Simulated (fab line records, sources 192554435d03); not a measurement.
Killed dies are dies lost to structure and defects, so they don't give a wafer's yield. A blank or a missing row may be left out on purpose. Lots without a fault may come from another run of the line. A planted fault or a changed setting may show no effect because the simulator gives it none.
Split-lot experiment | flow n5_finfet | 7 lots, 21 wafers read, on a route of 1938 steps

THE SPLIT
At N5_BEOL_M15_SPUTTER_44 (material Ta, target thk 15 nm, time 24.19 s), the setting power_w was moved away from the recipe's 15000 W on 7 of the 21 wafers read, by -16.2% to +12.5%. The other wafers ran this setting at the recipe's value.

The reading is taken at the split's own step.

THE READING
Ta_of_BEOL_M15_SPUTTER_44.thk_nm (the simulator's own value, which no gauge read), in nm, at N5_BEOL_M15_SPUTTER_44 (material Ta, target thk 15 nm, time 24.19 s). The file gives no usual value for it. The 14 wafers here that ran the recipe average 15.0 nm, standard deviation 0.16 nm.

wafer  | tool, chamber at the split | power_w as run, W | against the recipe | Ta_of_BEOL_M15_SPUTTER_44.thk_nm, nm | against lot-mates on the recipe
L078.2 | pvd_sputter-02, -          | 15000             | recipe             | 14.8                                 | -
L078.4 | pvd_sputter-02, -          | 16870             | +12.5%             | 16.8                                 | +2.1
L078.5 | pvd_sputter-02, -          | 15000             | recipe             | 14.6                                 | -
L077.1 | pvd_sputter-03, -          | 15000             | recipe             | 15.2                                 | -
L077.2 | pvd_sputter-03, -          | 15000             | recipe             | 15                                   | -
L077.4 | pvd_sputter-03, -          | 15000             | recipe             | 15                                   | -
L080.1 | pvd_sputter-02, -          | 16040             | +6.9%              | 16                                   | +1.0
L080.2 | pvd_sputter-02, -          | 16040             | +6.9%              | 16                                   | +1.0
L080.5 | pvd_sputter-02, -          | 15000             | recipe             | 15                                   | -
L096.3 | pvd_sputter-01, -          | 15000             | recipe             | 15                                   | -
L096.6 | pvd_sputter-01, -          | 15000             | recipe             | 15                                   | -
L096.4 | pvd_sputter-01, -          | 13070             | -12.9%             | 13.2                                 | -1.8
L097.1 | pvd_sputter-02, -          | 12570             | -16.2%             | 12.4                                 | -2.4
L097.2 | pvd_sputter-02, -          | 12570             | -16.2%             | 12.4                                 | -2.4
L097.5 | pvd_sputter-02, -          | 15000             | recipe             | 14.8                                 | -
L090.2 | pvd_sputter-03, -          | 15000             | recipe             | 15.2                                 | -
L090.5 | pvd_sputter-03, -          | 15000             | recipe             | 15.2                                 | -
L090.3 | pvd_sputter-03, -          | 16570             | +10.5%             | 16.8                                 | +1.6
L092.3 | pvd_sputter-03, -          | 15000             | recipe             | 15                                   | -
L092.4 | pvd_sputter-03, -          | 15000             | recipe             | 15                                   | -
L092.6 | pvd_sputter-03, -          | 15000             | recipe             | 15                                   | -

THE FIT
A straight line over all 21 wafers: Ta_of_BEOL_M15_SPUTTER_44.thk_nm changes by +0.154 nm for each +1% of power_w; r = +0.99; the points scatter about the line by 0.16 nm.
The same after taking each lot's own level away (the mean of its wafers on the recipe; 21 wafers): +0.15 nm for each +1%; r = +1.00; scatter 0.078 nm.
On that fit, the largest move of power_w shifts the reading by 2.4 nm.
The lots' own levels span 14.70 to 15.20 nm, that is 3.1 times the standard deviation above.
So the lot-to-lot level changes the slope little: the two slopes agree.
Check: with one of the wafers moved furthest among these (-16.2%) left out of the fit, the line predicts -2.42 nm for it against its lot-mates. It came out at -2.4 nm against them.

OTHER SPLITS ON THESE WAFERS
These wafers also went through other splits before the reading. Each is held against what the fit with the lots' levels taken away leaves over:
other split on the same wafers | wafers away from the commonest value | r with Ta_of_BEOL_M15_SPUTTER_44.thk_nm (lot level and that fit taken away)
N5_BEOL_M14_PEB_26 peb_temp_c  | 5                                    | +0.07
N5_BEOL_M14_ETCH_68 time_s     | 10                                   | +0.30
N5_BEOL_M15_COAT_58 spin_rpm   | 7                                    | +0.29

THE FILE'S OWN FIT
Ta_of_BEOL_M15_SPUTTER_44.thk_nm changes by +0.151 nm for each +1% of power_w, r = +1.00.
